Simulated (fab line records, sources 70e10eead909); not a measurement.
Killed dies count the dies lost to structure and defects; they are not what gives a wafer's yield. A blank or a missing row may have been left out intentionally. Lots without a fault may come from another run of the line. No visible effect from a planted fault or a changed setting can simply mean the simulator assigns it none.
Tool commonality check || flow nand_harc || 3 lots, 9 wafers sampled

WHY THIS WAS OPENED
On 2 of the 3 lots, a flag is raised at NHARC_END_SORT_01 on the reading killed_at_periphery. Wafers without a fault read 3.6, standard deviation 2.5.
Rule: a lot is flagged in two cases, either no wafer of it has a number, or all its wafers with numbers fall more than 4 standard deviations from that mean. The other lots count as sound.

{"lot": "L890", "measured": "day 21 12:53", "on": "prober-02", "killed_at_periphery, wafer by wafer": "83 68 34", "flag": "FLAGGED"}
{"lot": "L892", "measured": "day 21 13:03", "on": "prober-01", "killed_at_periphery, wafer by wafer": "80 80 80", "flag": "FLAGGED"}
{"lot": "L902", "measured": "day 23 03:58", "on": "prober-02", "killed_at_periphery, wafer by wafer": "3 5 4", "flag": ""}
On average the flagged lots' numbers are 70.8, which is +67.2 against the usual, or +27 standard deviations.

WHICH TOOL EACH LOT WENT THROUGH
Before the reading, the record contains 4 process steps out of a 1159-step route. Read each cell as the tool, then ch plus the chambers that the sampled wafers visited, then the start.
{"lot": "L890", "flag": "FLAGGED", "NHARC_P_BONDPAD_PRECLEAN_30": "wet_bench-08 ch 0,1,5, day 8 01:17", "NHARC_A_M0_ETCH_15": "rie_diel-05 ch 0,3, day 18 17:17 or earlier", "NHARC_A_M0_PRE_CLEAN_29": "pvd_sputter-03, day 18 17:17 or earlier", "NHARC_A_M0_ANNEAL_30": "rtp_anneal-01 ch 0, day 18 17:17"}
{"lot": "L892", "flag": "FLAGGED", "NHARC_P_BONDPAD_PRECLEAN_30": "wet_bench-08 ch 0,2,3, day 8 06:11", "NHARC_A_M0_ETCH_15": "rie_diel-05 ch 0,1,2, day 19 15:46 or earlier", "NHARC_A_M0_PRE_CLEAN_29": "pvd_sputter-03, day 19 15:46 or earlier", "NHARC_A_M0_ANNEAL_30": "rtp_anneal-02 ch 0, day 19 15:46"}
{"lot": "L902", "flag": "", "NHARC_P_BONDPAD_PRECLEAN_30": "wet_bench-10 ch 0,2,3, day 10 17:05", "NHARC_A_M0_ETCH_15": "rie_diel-02 ch 1,3, day 21 15:42 or earlier", "NHARC_A_M0_PRE_CLEAN_29": "pvd_sputter-01, day 21 15:42 or earlier", "NHARC_A_M0_ANNEAL_30": "rtp_anneal-01 ch 0, day 21 15:42"}
What is done by these steps:
- NHARC_P_BONDPAD_PRECLEAN_30: cleans in DIW, time 300 s.
- NHARC_A_M0_ETCH_15: etches the open film in C4F8/Ar, target depth 150 nm, overetch 15 nm, time 82.5 s.
- NHARC_A_M0_PRE_CLEAN_29: time 30 s.
- NHARC_A_M0_ANNEAL_30: time 90 s.
- NHARC_END_SORT_01

FLAGGED OVER TOTAL, TOOL BY TOOL (the gauges that took the reading come last)
{"step": "NHARC_P_BONDPAD_PRECLEAN_30", "tool": "wet_bench-08", "lots run": 2, "flagged": 2, "share of the flagged lots": "all", "sound lots run after its first flagged lot": 0}
{"step": "NHARC_P_BONDPAD_PRECLEAN_30", "tool": "wet_bench-10", "lots run": 1, "flagged": 0, "share of the flagged lots": "none", "sound lots run after its first flagged lot": "-"}
{"step": "NHARC_A_M0_ETCH_15", "tool": "rie_diel-02", "lots run": 1, "flagged": 0, "share of the flagged lots": "none", "sound lots run after its first flagged lot": "-"}
{"step": "NHARC_A_M0_ETCH_15", "tool": "rie_diel-05", "lots run": 2, "flagged": 2, "share of the flagged lots": "all", "sound lots run after its first flagged lot": 0}
{"step": "NHARC_A_M0_PRE_CLEAN_29", "tool": "pvd_sputter-01", "lots run": 1, "flagged": 0, "share of the flagged lots": "none", "sound lots run after its first flagged lot": "-"}
{"step": "NHARC_A_M0_PRE_CLEAN_29", "tool": "pvd_sputter-03", "lots run": 2, "flagged": 2, "share of the flagged lots": "all", "sound lots run after its first flagged lot": 0}
{"step": "NHARC_A_M0_ANNEAL_30", "tool": "rtp_anneal-01", "lots run": 2, "flagged": 1, "share of the flagged lots": "some", "sound lots run after its first flagged lot": "1 (L902)"}
{"step": "NHARC_A_M0_ANNEAL_30", "tool": "rtp_anneal-02", "lots run": 1, "flagged": 1, "share of the flagged lots": "some", "sound lots run after its first flagged lot": 0}
{"step": "NHARC_END_SORT_01", "tool": "prober-01", "lots run": 1, "flagged": 1, "share of the flagged lots": "some", "sound lots run after its first flagged lot": 0}
{"step": "NHARC_END_SORT_01", "tool": "prober-02", "lots run": 2, "flagged": 1, "share of the flagged lots": "some", "sound lots run after its first flagged lot": "1 (L902)"}
NHARC_A_M0_ETCH_15: start missing for some lots; hours and lot order therefore follow NHARC_A_M0_ANNEAL_30. NHARC_A_M0_PRE_CLEAN_29: start missing for some lots; hours and lot order therefore follow NHARC_A_M0_ANNEAL_30.

THE TABLE: WHAT IT ALLOWS
Rows of the table that ran every flagged lot, 3 in all: wet_bench-08 at NHARC_P_BONDPAD_PRECLEAN_30, rie_diel-05 at NHARC_A_M0_ETCH_15, pvd_sputter-03 at NHARC_A_M0_PRE_CLEAN_29.
- wet_bench-08 at NHARC_P_BONDPAD_PRECLEAN_30: 2 of its 2 lots flagged. With no sound lot run before its first flagged lot in this sample, there is nothing to narrow down the start.
- rie_diel-05 at NHARC_A_M0_ETCH_15: 2 of its 2 lots flagged. With no sound lot run before its first flagged lot in this sample, there is nothing to narrow down the start.
- pvd_sputter-03 at NHARC_A_M0_PRE_CLEAN_29: 2 of its 2 lots flagged. With no sound lot run before its first flagged lot in this sample, there is nothing to narrow down the start.
Counting lots can't tell these 3 tools apart, because each fits a fault that began at some hour. More lots, or a look at what each step does to the wafer, might.

WHAT THE SIMULATOR PUT IN
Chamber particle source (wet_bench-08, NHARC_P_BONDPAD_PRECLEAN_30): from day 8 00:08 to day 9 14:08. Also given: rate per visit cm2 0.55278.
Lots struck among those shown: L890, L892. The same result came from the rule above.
